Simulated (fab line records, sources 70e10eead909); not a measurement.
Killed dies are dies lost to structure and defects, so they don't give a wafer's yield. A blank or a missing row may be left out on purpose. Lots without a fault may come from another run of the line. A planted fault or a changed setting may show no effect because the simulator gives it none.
Which tool did it? | flow nand_harc | 14 lots, 39 wafers sampled, at 5 steps of a route of 1302

WHAT THE GAUGES READ, wafer by wafer
NHARC_P_CONTACT_OVL_MEAS_13.
lot  | measured     | on         | overlay_x_nm (nm) | overlay_y_nm (nm)
L898 | day 6 08:34  | overlay-02 | -0.4 -0.1 0.0     | 0.7 0.9 1.1
L900 | day 6 23:19  | overlay-01 | 1.3 1.2 1.3       | -0.2 0.1 -1.0
L901 | day 7 12:31  | overlay-02 | 0.2 0.2 0.6       | -0.8 -1.8 -1.7
L903 | day 8 07:44  | overlay-02 | -1.4 -1.3 -1.7    | -1.1 -1.5 -1.3
L902 | day 8 08:31  | overlay-01 | -0.3 0.3 0.1      | 0.6 0.2 0.3
L904 | day 8 22:47  | overlay-02 | 0.3 0.6 1.0       | 1.4 1.6 0.8
L905 | day 9 21:25  | overlay-02 | -0.3 -1.5 -0.8    | 0.8 1.7 1.1
L908 | day 10 16:53 | overlay-02 | 0.0 0.2 -0.2      | -0.3 -0.8 -0.4
L909 | day 10 19:41 | overlay-01 | -0.7 0.0 -0.4     | 0.6 0.3 -0.4
L911 | day 12 03:49 | overlay-01 | -1.0 -0.3 -0.8    | 0.4 -0.5 -0.1
L917 | day 14 02:01 | overlay-02 | 0.8 0.1           | 0.4 0.6
L918 | day 14 13:05 | overlay-01 | 1.7 0.9           | 1.3 0.9
L919 | day 15 08:13 | overlay-02 | -0.1 -0.6         | 0.6 0.6
L920 | day 15 14:02 | overlay-01 | -1.3 -0.9 -0.9    | -1.6 -1.4 -0.9

NHARC_END_SORT_01.
lot  | measured     | on        | killed_at_array | killed_at_other | killed_at_periphery | killed_dies | killed_open | killed_short
L917 | day 32 20:16 | prober-01 | 53 62           | 0 0             | 624 1               | 677 63      | 3 5         | 2 3
L918 | day 33 13:56 | prober-02 | 50 44           | 4 2             | 4 631               | 58 677      | 4 1         | 1 1
L919 | day 33 11:26 | prober-01 | 78 64           | 0 0             | 1 613               | 79 677      | 6 5         | 1 3

WHICH TOOL RAN EACH LOT (tool, then ch and the chambers of the sampled wafers, then the start)
lot  | NHARC_P_GATE_STRIP_112               | NHARC_P_GATE_RTA_80              | NHARC_P_CONTACT_ETCH_18
L898 | plasma_asher-01 ch 0,1, day 6 02:38  | rtp_anneal-01 ch 0, day 6 06:12  | rie_diel-11 ch 0,3, day 6 09:08
L900 | plasma_asher-02 ch 0,1, day 6 17:21  | rtp_anneal-01 ch 0, day 6 21:06  | rie_diel-11 ch 1,3, day 6 23:54
L901 | plasma_asher-01 ch 0,1, day 7 06:29  | rtp_anneal-02 ch 0, day 7 10:05  | rie_diel-11 ch 0,1,2, day 7 13:07
L903 | plasma_asher-02 ch 0,1, day 8 01:46  | rtp_anneal-01 ch 0, day 8 05:23  | rie_diel-06 ch 0,2, day 8 08:20
L902 | plasma_asher-02 ch 0,1, day 8 02:13  | rtp_anneal-02 ch 0, day 8 06:09  | rie_diel-11 ch 1,2, day 8 09:06
L904 | plasma_asher-02 ch 0,1, day 8 16:53  | rtp_anneal-02 ch 0, day 8 20:29  | rie_diel-06 ch 0,3, day 8 23:22
L905 | plasma_asher-02 ch 0,1, day 9 15:34  | rtp_anneal-01 ch 0, day 9 19:12  | rie_diel-01 ch 0,2, day 9 22:00
L908 | plasma_asher-02 ch 0,1, day 10 10:56 | rtp_anneal-02 ch 0, day 10 14:30 | rie_diel-11 ch 1,2, day 10 17:28
L909 | plasma_asher-02 ch 0,1, day 10 13:41 | rtp_anneal-02 ch 0, day 10 17:20 | rie_diel-01 ch 1,2,3, day 10 20:18
L911 | plasma_asher-01 ch 0,1, day 11 21:50 | rtp_anneal-01 ch 0, day 12 01:26 | rie_diel-11 ch 1,3, day 12 04:24
L917 | plasma_asher-01 ch 1, day 13 20:02   | rtp_anneal-02 ch 0, day 13 23:42 | rie_diel-11 ch 0,1, day 14 02:37
L918 | plasma_asher-01 ch 0,1, day 14 07:19 | rtp_anneal-02 ch 0, day 14 10:56 | rie_diel-11 ch 0,2, day 14 13:49
L919 | plasma_asher-02 ch 1, day 15 02:28   | rtp_anneal-02 ch 0, day 15 05:59 | rie_diel-11 ch 0,2, day 15 08:50
L920 | plasma_asher-02 ch 0,1, day 15 08:01 | rtp_anneal-02 ch 0, day 15 11:49 | rie_diel-06 ch 2,3, day 15 14:37
- NHARC_P_GATE_STRIP_112: strips in N2/H2, time 200 s.
- NHARC_P_GATE_RTA_80: time 30 s.
- NHARC_P_CONTACT_ETCH_18: etches the open film in C4F8/O2/Ar, target depth 481 nm, time 240.5 s.

WHAT THE TOOLS THEMSELVES READ (means of the sampled wafers that have a number; where no wafer has one, the mark that the record gives instead)
NHARC_P_GATE_STRIP_112.
lot  | tool            | drypump_motor_current_A (A) | heater_power_w (W)
L898 | plasma_asher-01 | 5.7                         | 90
L900 | plasma_asher-02 | 6.4                         | 93
L901 | plasma_asher-01 | 5.7                         | 92
L903 | plasma_asher-02 | 6.4                         | 91
L902 | plasma_asher-02 | 6.1                         | 88
L904 | plasma_asher-02 | 6.4                         | 92
L905 | plasma_asher-02 | 6.4                         | 92
L908 | plasma_asher-02 | 6.2                         | 89
L909 | plasma_asher-02 | 6.4                         | 94
L911 | plasma_asher-01 | 5.7                         | 91
L917 | plasma_asher-01 | 5.7                         | 95
L918 | plasma_asher-01 | 5.7                         | 90
L919 | plasma_asher-02 | 5.9                         | 83
L920 | plasma_asher-02 | 6.2                         | 87

NHARC_P_GATE_RTA_80.
lot  | tool          | wafer_temp_C_max
L898 | rtp_anneal-01 | 301.4
L900 | rtp_anneal-01 | 301.3
L901 | rtp_anneal-02 | 301.6
L903 | rtp_anneal-01 | 301.3
L902 | rtp_anneal-02 | 302.5
L904 | rtp_anneal-02 | 302.0
L905 | rtp_anneal-01 | 301.0
L908 | rtp_anneal-02 | 302.3
L909 | rtp_anneal-02 | 302.0
L911 | rtp_anneal-01 | 301.5
L917 | rtp_anneal-02 | 302.1
L918 | rtp_anneal-02 | 302.0
L919 | rtp_anneal-02 | 302.9
L920 | rtp_anneal-02 | 302.5

NHARC_P_CONTACT_ETCH_18.
lot  | tool        | oes_product_au (a.u.) | rf_vpp_V (V) | run_length_s (s)
L898 | rie_diel-11 | 0.993                 | 971          | 262.0
L900 | rie_diel-11 | 0.970                 | 979          | 261.5
L901 | rie_diel-11 | 0.978                 | 977          | 262.0
L903 | rie_diel-06 | 0.963                 | 980          | 261.6
L902 | rie_diel-11 | 0.979                 | 977          | 262.2
L904 | rie_diel-06 | 0.940                 | 979          | 261.9
L905 | rie_diel-01 | 0.956                 | 979          | 261.1
L908 | rie_diel-11 | 0.958                 | 976          | 262.2
L909 | rie_diel-01 | 0.972                 | 974          | 261.6
L911 | rie_diel-11 | 0.971                 | 975          | 261.6
L917 | rie_diel-11 | 0.931                 | 978          | 230.9
L918 | rie_diel-11 | 0.968                 | 972          | 231.2
L919 | rie_diel-11 | 0.968                 | 972          | 231.2
L920 | rie_diel-06 | 0.982                 | 975          | 261.6

THE ANSWER, worked out from the rows above alone
Rule: what is usual is taken from the lots themselves. Put in order of their means at a reading, lots are off if they are a third of the lots or fewer, leave a main group of 4 or more, and stand apart from it by a gap of 3 or more times the standard deviation of the main group's means; of several such gaps the widest counts. A main group whose means are all the same, to the digits that the tables above print for the reading, isn't used. A lot without any number at a reading at which 4 lots or more have one is off too. The other lots that the step has rows for count as sound. The gauges are gone through in route order, then the tools' own readings, and for those a lot's mean is taken as printed above. The first step at which some lot is off is used, and at that step the reading that is off furthest; a lot without a number counts as furthest.
Off: L917, L918, L919, at NHARC_P_CONTACT_ETCH_18 (run_length_s). The main group: mean 261.8 s, standard deviation 0.32.
A tool fits if, at that step or a process step before it, it ran every lot that is off, and no sound lot after the first of them. One fits: rie_diel-11 at NHARC_P_CONTACT_ETCH_18. Its last sound lot is L911 (day 12 04:24), its first lot that is off L917 (day 14 02:37): a fault that began between those two fits.
The tool's own readings at NHARC_P_CONTACT_ETCH_18 bear it out: on the lots that are off they differ by more than 5 times the standard deviation of the sound lots' means. run_length_s reads 231.1 s there against 261.8 s on the sound lots.

WHAT THE SIMULATOR HAD PUT IN
Process parameter drift: rie_diel-11, from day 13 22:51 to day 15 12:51, at NHARC_P_CONTACT_ETCH_18. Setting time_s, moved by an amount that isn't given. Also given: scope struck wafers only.
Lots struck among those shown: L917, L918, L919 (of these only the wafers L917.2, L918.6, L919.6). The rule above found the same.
